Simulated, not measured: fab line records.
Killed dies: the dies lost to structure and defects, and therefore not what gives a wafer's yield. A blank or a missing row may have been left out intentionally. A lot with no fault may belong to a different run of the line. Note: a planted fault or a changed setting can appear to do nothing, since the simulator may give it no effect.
What tool caused it?    flow n5-finfet    Sampling: 10 lots, 30 wafers, 6 of 1938 route steps

WHAT EACH GAUGE READ, for each wafer
The record holds no reading of a measuring or inspecting step that can be judged against a usual standard deviation.

TOOL THAT RAN EACH LOT (tool first, then ch and the chambers of the sampled wafers, then the start)
lot   N5_BEOL_M12_DEGAS_41          N5_BEOL_M12_SPUTTER_44        N5_BEOL_M12_ANNEAL_48             N5_BEOL_M13_COAT_66                N5_BEOL_M13_ETCH_67                 N5_PASSIVATION_PROBE_49
L519  pvd-sputter-03, day 10 18:47  pvd-sputter-03, day 10 18:57  rtp-anneal-02 ch 0, day 10 19:17  litho-track-02 ch 0, day 10 21:18  rie-diel-03 ch 0,2,3, day 10 21:55  -
L522  pvd-sputter-03, day 11 14:57  pvd-sputter-03, day 11 15:07  rtp-anneal-02 ch 0, day 11 15:27  litho-track-05 ch 0, day 11 17:32  rie-diel-05 ch 1,2,3, day 11 18:14  -
L525  pvd-sputter-01, day 13 04:51  pvd-sputter-01, day 13 05:01  rtp-anneal-02 ch 0, day 13 05:21  litho-track-05 ch 0, day 13 07:35  rie-diel-05 ch 1,2, day 13 07:59    -
L526  pvd-sputter-02, day 13 13:21  pvd-sputter-02, day 13 13:31  rtp-anneal-01 ch 0, day 13 13:51  litho-track-05 ch 0, day 13 15:52  rie-diel-04 ch 0,2,3, day 13 16:25  -
L528  pvd-sputter-02, day 13 14:01  pvd-sputter-02, day 13 14:11  rtp-anneal-01 ch 0, day 13 14:34  litho-track-05 ch 0, day 13 16:32  rie-diel-04 ch 1,2,3, day 13 17:08  -
L531  pvd-sputter-03, day 14 22:02  pvd-sputter-03, day 14 22:11  rtp-anneal-01 ch 0, day 14 22:32  litho-track-05 ch 0, day 15 00:42  rie-diel-03 ch 1,2, day 15 01:14    -
L537  pvd-sputter-01, day 15 22:52  pvd-sputter-01, day 15 23:02  rtp-anneal-01 ch 0, day 15 23:30  litho-track-05 ch 0, day 16 01:29  rie-diel-04 ch 1,2, day 16 02:13    prober-02, day 17 09:43
L538  pvd-sputter-01, day 16 11:07  pvd-sputter-01, day 16 11:16  rtp-anneal-01 ch 0, day 16 11:40  litho-track-02 ch 0, day 16 13:47  rie-diel-03 ch 0,1,3, day 16 14:11  -
L540  pvd-sputter-03, day 17 02:15  pvd-sputter-03, day 17 02:25  rtp-anneal-01 ch 0, day 17 02:47  litho-track-04 ch 0, day 17 04:54  rie-diel-03 ch 0,1,2, day 17 05:26  -
L541  pvd-sputter-02, day 17 08:13  pvd-sputter-02, day 17 08:23  rtp-anneal-01 ch 0, day 17 08:43  litho-track-04 ch 0, day 17 10:58  rie-diel-05 ch 1,3, day 17 11:33    -
- N5_BEOL_M12_DEGAS_41: time 60 s.
- N5_BEOL_M12_SPUTTER_44: material Ta, target thk 10 nm, time 16.13 s.
- N5_BEOL_M12_ANNEAL_48: time 90 s.
- N5_BEOL_M13_COAT_66: time 60 s, resist thk 110 nm.
- N5_BEOL_M13_ETCH_67: etches SiARC in CF4, target depth 143 nm, time 238.3 s.
- N5_PASSIVATION_PROBE_49

AS READ BY THE TOOLS THEMSELVES (means over the sampled wafers that have a number; for cases with no such wafer, the mark the record gives instead)
N5_BEOL_M12_DEGAS_41.
lot   tool            heater-power-w (W)
L519  pvd-sputter-03  304
L522  pvd-sputter-03  302
L525  pvd-sputter-01  336
L526  pvd-sputter-02  341
L528  pvd-sputter-02  314
L531  pvd-sputter-03  302
L537  pvd-sputter-01  338
L538  pvd-sputter-01  342
L540  pvd-sputter-03  311
L541  pvd-sputter-02  339

N5_BEOL_M12_SPUTTER_44.
lot   tool            chamber-pressure-pa (Pa)  throttle-valve-pct (%)
L519  pvd-sputter-03  0.07                      29.0
L522  pvd-sputter-03  0.07                      29.8
L525  pvd-sputter-01  0.07                      28.9
L526  pvd-sputter-02  0.07                      30.3
L528  pvd-sputter-02  0.07                      30.1
L531  pvd-sputter-03  0.07                      29.5
L537  pvd-sputter-01  0.07                      28.8
L538  pvd-sputter-01  0.07                      30.1
L540  pvd-sputter-03  0.07                      29.6
L541  pvd-sputter-02  0.07                      30.1

N5_BEOL_M12_ANNEAL_48.
lot   tool           wafer_temp_C_max
L519  rtp-anneal-02  225.9
L522  rtp-anneal-02  226.0
L525  rtp-anneal-02  225.6
L526  rtp-anneal-01  226.1
L528  rtp-anneal-01  225.9
L531  rtp-anneal-01  226.5
L537  rtp-anneal-01  226.4
L538  rtp-anneal-01  226.1
L540  rtp-anneal-01  225.7
L541  rtp-anneal-01  226.1

N5_BEOL_M13_COAT_66.
lot   tool            dispense-pressure-kPa (kPa)  spin-speed-rpm (rpm)
L519  litho-track-02  42                           1499.8
L522  litho-track-05  56                           1499.9
L525  litho-track-05  56                           1500.7
L526  litho-track-05  56                           1499.2
L528  litho-track-05  56                           1499.6
L531  litho-track-05  56                           1673.1
L537  litho-track-05  56                           1673.0
L538  litho-track-02  42                           1500.1
L540  litho-track-04  59                           1499.1
L541  litho-track-04  59                           1500.1

N5_BEOL_M13_ETCH_67.
lot   tool         drypump-motor-current-A (A)  etch-rf-on-time-s (s)  oes-product-au (a.u.)  rf-fwd-power-W (W)  rf-vpp-V (V)  showerhead-plenum-p-Torr (Torr)  throttle-valve-pct (%)
L519  rie-diel-03  5.8                          232                    0.76                   541.8               183.4         2.12                             15.62
L522  rie-diel-05  5.6                          234                    0.73                   544.8               184.5         2.21                             15.61
L525  rie-diel-05  5.4                          238                    0.70                   543.4               185.5         2.26                             15.79
L526  rie-diel-04  5.1                          240                    0.61                   543.5               183.5         2.12                             15.70
L528  rie-diel-04  5.0                          241                    0.61                   542.3               183.5         2.15                             15.90
L531  rie-diel-03  6.1                          219                    0.71                   543.3               183.9         2.17                             15.53
L537  rie-diel-04  5.0                          228                    0.59                   541.8               184.3         2.15                             16.02
L538  rie-diel-03  5.7                          242                    0.63                   542.8               183.5         2.08                             15.92
L540  rie-diel-03  5.7                          238                    0.64                   544.4               184.1         2.11                             15.76
L541  rie-diel-05  5.8                          235                    0.67                   544.2               185.0         2.19                             15.73

N5_PASSIVATION_PROBE_49.
lot   tool       defect-limited-yield (%)  killed_at_M0_to_M3  killed_at_M4_up  killed-at-contacts  killed-at-front-end  killed-at-other  killed-dies  killed-open  killed-short  sort_bin_4_leakage (%)  sort_bin_5_function (%)  sort_bin_6_memory (%)  sort-n-pass  sort-yield-pct (%)
L537  prober-02  93.1                      26                  14               8                   29                   5                81           53           25            0.00                    4.3                      2.3                    1099         93.1

THE ANSWER, worked out from the rows above alone
Rule: the lots themselves supply what counts as usual. The widest of any qualifying gaps counts: lots, ordered by their means at a reading, are off when they make up no more than a third of the lots, leave a main group of 4 or more, and stand apart from it by 3 or more times the standard deviation of that group's means. Not used: any main group whose means are identical at the precision the tables above print for the reading. A lot without any number at a reading at which 4 lots or more have one is off too. All remaining lots with rows at the step are treated as sound. Order of review: gauges by route order, followed by the tools' own readings, for which a lot's mean as printed above is used. The first step at which some lot is off is used, and at that step the reading that is off furthest; a lot without a number counts as furthest.
Off, at N5_BEOL_M13_COAT_66 on spin-speed-rpm: L531, L537. Mean 1499.8 rpm and standard deviation 0.49 in the main group.
A tool fits if, at that step or a process step before it, it ran every lot that is off, and no sound lot after the first of them. One candidate fits, namely litho-track-05 at N5_BEOL_M13_COAT_66. A fault onset in the window from L528 (day 13 16:32, its last sound lot) to L531 (day 15 00:42, its first lot off) fits.
The tool's own readings at N5_BEOL_M13_COAT_66 bear it out: on the lots that are off they differ by more than 5 times the standard deviation of the sound lots' means. spin-speed-rpm reads 1673.0 rpm there against 1499.8 rpm on the sound lots.

WHAT HAD BEEN PUT IN BY THE SIMULATOR
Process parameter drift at N5_BEOL_M13_COAT_66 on litho-track-05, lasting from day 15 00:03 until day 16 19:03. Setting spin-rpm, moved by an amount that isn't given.
Struck lots among those shown: L531, L537. Same finding as the rule above.
